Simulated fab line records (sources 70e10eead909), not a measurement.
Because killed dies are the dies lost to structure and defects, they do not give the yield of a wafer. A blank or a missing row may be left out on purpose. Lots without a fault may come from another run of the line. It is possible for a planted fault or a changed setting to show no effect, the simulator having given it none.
Struck lot and sound lot, side by side    flow nand_harc    14 steps out of a route of 1302
Sound: the wafers L608.2, L608.3, L608.6. Struck: wafer L600.1 (L600.5, L600.6, from the same lot, were not struck and are left out); the cause is given at the end.
Order at every step that has rows: each side's tool, ch and its chambers, its first start. Under that, the readings that differ: sound wafers    struck wafers    difference of the means    sigmas: that difference in standard deviations of wafers without a fault.
alike: readings with means less than 2 such deviations apart, plus words and numbers identical on both sides. not compared: withheld readings, readings lacking a value on some wafer, bounds such as >300 that could conceal the same value, and numbers that have no deviation in the record and whose values overlap.
A row with sigmas, a row that says differs or no value, or rows on one side alone: a step with any of these is where the two part. Numbers that have no deviation but don't overlap get no sigmas and don't part them. Lack of a reading on every wafer of one side parts them only where that side has two or more wafers.

first, 7 steps without rows for these wafers: NHARC_A_CONTACT_COAT_35 (time 65 s); NHARC_A_CONTACT_COAT_36 (resist thk 90 nm); NHARC_A_CONTACT_SOFTBAKE_37 (time 55 s); NHARC_A_CONTACT_EBR_38; NHARC_A_CONTACT_EXPOSE_39 (exposes mask A CC 3); NHARC_A_CONTACT_PEB_40 (peb time 65 s); NHARC_A_CONTACT_DEVELOP_41 (develop time 35 s).
NHARC_A_CONTACT_CD_MEAS_42: target cd 300 nm.
  sound on cd_sem-03 ch 0, day 28 22:17; struck on cd_sem-02 ch 0, day 25 21:56
  alike: cd_nm
NHARC_A_CONTACT_OVL_MEAS_43:
  struck on overlay-01, day 25 22:01; sound on overlay-02, day 28 22:22
  alike: overlay_x_nm, overlay_y_nm
NHARC_A_CONTACT_INSPECT_44:
  struck on defect_inspect-01, day 25 22:04; sound on defect_inspect-02, day 28 22:25
  alike: raw_defect_count
NHARC_A_CONTACT_DESCUM_47: chemistry O2, time 3 s.
  sound on rie_diel-12 ch 1,3, day 28 22:28; struck on rie_diel-12 ch 3, day 25 22:07
  alike: drypump_motor_current_A, oes_product_au, rf_vpp_V, showerhead_plenum_p_Torr, throttle_valve_pct
  not compared: rf_hours_counter_h
NHARC_A_CONTACT_ETCH_48: etches the open film in CF4, target depth 39 nm, time 65 s.
  sound on rie_diel-12 ch 1,2,3, day 28 22:34; struck on rie_diel-12 ch 2, day 25 22:15
reading     sound            struck  difference  sigmas
bias_w (W)  100.0 99.6 99.9  100.5   +0.7        +2
  alike: drypump_motor_current_A, oes_product_au, rf_vpp_V, run_length_s, showerhead_plenum_p_Torr, throttle_valve_pct
  not compared: rf_hours_counter_h
NHARC_A_CONTACT_ETCH_49: etches the open film in N2/H2, target depth 260 nm, time 475.3 s.
  sound on rie_diel-12 ch 1,3, day 28 22:43; struck on rie_diel-12 ch 3, day 25 22:20
reading           sound              struck  difference  sigmas
run_length_s (s)  496.8 497.1 497.3  163.0   -334.1      -99 or more
  alike: drypump_motor_current_A, oes_product_au, rf_vpp_V, showerhead_plenum_p_Torr, throttle_valve_pct
  not compared: bias_w, rf_hours_counter_h
NHARC_A_CONTACT_ETCH_50: etches the open film in CF4/CHF3, target depth 121 nm, time 60.5 s.
  sound: rie_diel-12 ch 0,2; struck: rie_diel-12 ch 1
  alike: bias_w, drypump_motor_current_A, oes_product_au, rf_vpp_V, run_length_s, showerhead_plenum_p_Torr, throttle_valve_pct
  not compared: rf_hours_counter_h

== WHERE THEY PART ==
Earliest at NHARC_A_CONTACT_ETCH_48; latest, in this record, at NHARC_A_CONTACT_ETCH_49. Later steps at which nothing parts them and some readings are alike: NHARC_A_CONTACT_ETCH_50.

WHY: what had been put in by the simulator
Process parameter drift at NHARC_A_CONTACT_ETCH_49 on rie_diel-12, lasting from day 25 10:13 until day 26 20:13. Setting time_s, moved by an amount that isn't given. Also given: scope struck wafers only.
